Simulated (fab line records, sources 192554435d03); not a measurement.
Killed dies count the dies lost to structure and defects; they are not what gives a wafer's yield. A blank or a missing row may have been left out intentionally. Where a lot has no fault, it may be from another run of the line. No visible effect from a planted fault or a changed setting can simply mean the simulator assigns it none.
Which tool is to blame? / flow n5 finfet / Sampling: 12 lots, 36 wafers, 2 of 1938 route steps

WHAT EACH GAUGE READ, for each wafer
N5_BEOL_M5_INSPECT_58: inspects for defects (darkfield).
lot=L075; measured=day 10 07:49; on=defect inspect-02; raw defect count=61 63 48
lot=L076; measured=day 11 01:02; on=defect inspect-02; raw defect count=159 77 67
lot=L079; measured=day 12 00:28; on=defect inspect-02; raw defect count=52 63 42
lot=L081; measured=day 13 15:56; on=defect inspect-01; raw defect count=84 70 50
lot=L084; measured=day 14 20:32; on=defect inspect-01; raw defect count=58 84 105
lot=L086; measured=day 15 13:21; on=defect inspect-02; raw defect count=61 60 62
lot=L090; measured=day 16 03:13; on=defect inspect-01; raw defect count=46 64 45
lot=L097; measured=day 17 01:37; on=defect inspect-01; raw defect count=83 44 37
lot=L091; measured=day 17 04:25; on=defect inspect-02; raw defect count=43 68 59
lot=L093; measured=day 17 21:13; on=defect inspect-01; raw defect count=94 92 69
lot=L089; measured=day 17 22:08; on=defect inspect-01; raw defect count=125 60 111
lot=L096; measured=day 18 07:44; on=defect inspect-01; raw defect count=67 81 36

EACH LOT AND THE TOOL THAT RAN IT (in order: tool; ch and the chambers of the sampled wafers; start)
lot=L075; N5_BEOL_M5_ETCH_41=rie diel-01 ch 1,2,3, day 10 07:49 or earlier
lot=L076; N5_BEOL_M5_ETCH_41=rie diel-01 ch 0,2,3, day 11 01:02 or earlier
lot=L079; N5_BEOL_M5_ETCH_41=rie diel-01 ch 0,1, day 12 00:28 or earlier
lot=L081; N5_BEOL_M5_ETCH_41=rie diel-03 ch 0,3, day 13 15:56 or earlier
lot=L084; N5_BEOL_M5_ETCH_41=rie diel-06 ch 1,2,3, day 14 20:32 or earlier
lot=L086; N5_BEOL_M5_ETCH_41=rie diel-06 ch 0,2,3, day 15 13:21 or earlier
lot=L090; N5_BEOL_M5_ETCH_41=rie diel-01 ch 1,2,3, day 16 03:13 or earlier
lot=L097; N5_BEOL_M5_ETCH_41=rie diel-03 ch 0,2,3, day 17 01:37 or earlier
lot=L091; N5_BEOL_M5_ETCH_41=rie diel-03 ch 0,1,3, day 17 04:25 or earlier
lot=L093; N5_BEOL_M5_ETCH_41=rie diel-01 ch 1,2,3, day 17 21:13 or earlier
lot=L089; N5_BEOL_M5_ETCH_41=rie diel-03 ch 0,1,3, day 17 22:08 or earlier
lot=L096; N5_BEOL_M5_ETCH_41=rie diel-01 ch 0,1,3, day 18 07:44 or earlier
- N5_BEOL_M5_ETCH_41: etches SiCN in CH3F/O2, target depth 31.5 nm, time 56.7 s.

THE ANSWER, worked out from the rows above alone
Rule: what is usual is taken from the lots themselves. The widest of any qualifying gaps counts: lots, ordered by their means at a reading, are off when they make up no more than a third of the lots, leave a main group of 4 or more, and stand apart from it by 3 or more times the standard deviation of that group's means. Not used: any main group whose means are identical at the precision the tables above print for the reading. Also off: a lot with no number at a reading for which 4 or more lots have one. The other lots that the step has rows for count as sound.
None of the lots is off at any reading shown; this tells nothing.

WHAT THE SIMULATOR PUT IN
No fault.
